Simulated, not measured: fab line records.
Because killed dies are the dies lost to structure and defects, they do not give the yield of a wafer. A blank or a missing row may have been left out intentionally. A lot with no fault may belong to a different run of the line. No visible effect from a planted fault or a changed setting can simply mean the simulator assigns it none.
Matching of chambers -- flow n5_finfet -- N5_BEOL_M0_SAQP_PECVD_96 on pecvd-03 has 3 sister chambers
The step deposits a-Si from SiH4/He, target thk 45 nm, time 45.2 s. 6 wafers are shown with their chamber, then 12 later ones without.

== WAFERS WITH THEIR CHAMBER ==
wafer,chamber,throttle_valve_pct (%),showerhead_plenum_p_Torr (Torr)
L080.6,2,18.2,5.70
L084.3,0,18.6,5.72
L086.2,2,18.2,5.70
L089.1,1,17.6,5.68
L089.5,0,18.5,5.71
L089.6,1,17.9,5.68

== WAFERS WHOSE CHAMBER IS MISSING ==
wafer,throttle_valve_pct (%),showerhead_plenum_p_Torr (Torr)
L092.1,17.6,5.70
L092.3,18.7,5.71
L092.4,17.5,5.68
L093.1,18.9,5.72
L093.4,17.6,5.68
L093.6,18.2,5.68
L095.3,17.5,5.68
L095.5,17.5,5.69
L095.6,18.7,5.72
L096.1,18.1,5.68
L096.4,18.8,5.72
L096.5,17.7,5.67

== EACH ONE'S CHAMBER ==
wafer,from the rows above,in truth
L092.1,can't be placed: 2 or 1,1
L092.3,0,0
L092.4,1,1
L093.1,0,0
L093.4,1,1
L093.6,can't be placed: 1 or 2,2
L095.3,1,1
L095.5,1,1
L095.6,0,0
L096.1,1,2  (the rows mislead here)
L096.4,0,0
L096.5,1,1
Placed correctly: 9 of 12. From these rows, 2 cannot be placed; in 2 the true chamber is one of the candidates. Number placed wrongly: 1.
How it was worked out, from the rows above alone: a wafer's distance from a chamber is the root of the sum, over the readings, of the square of ((its reading less the chamber's mean) divided by the reading's scatter). If the next closest chamber is less than 2 further off than the closest, the wafer can't be placed; otherwise it belongs to the closest. The mean given for a chamber averages the wafers shown for that chamber. The scatter is the square root of a quotient: the sum, over the shown wafers, of each reading's squared deviation from its chamber's mean, divided by wafers minus chambers.
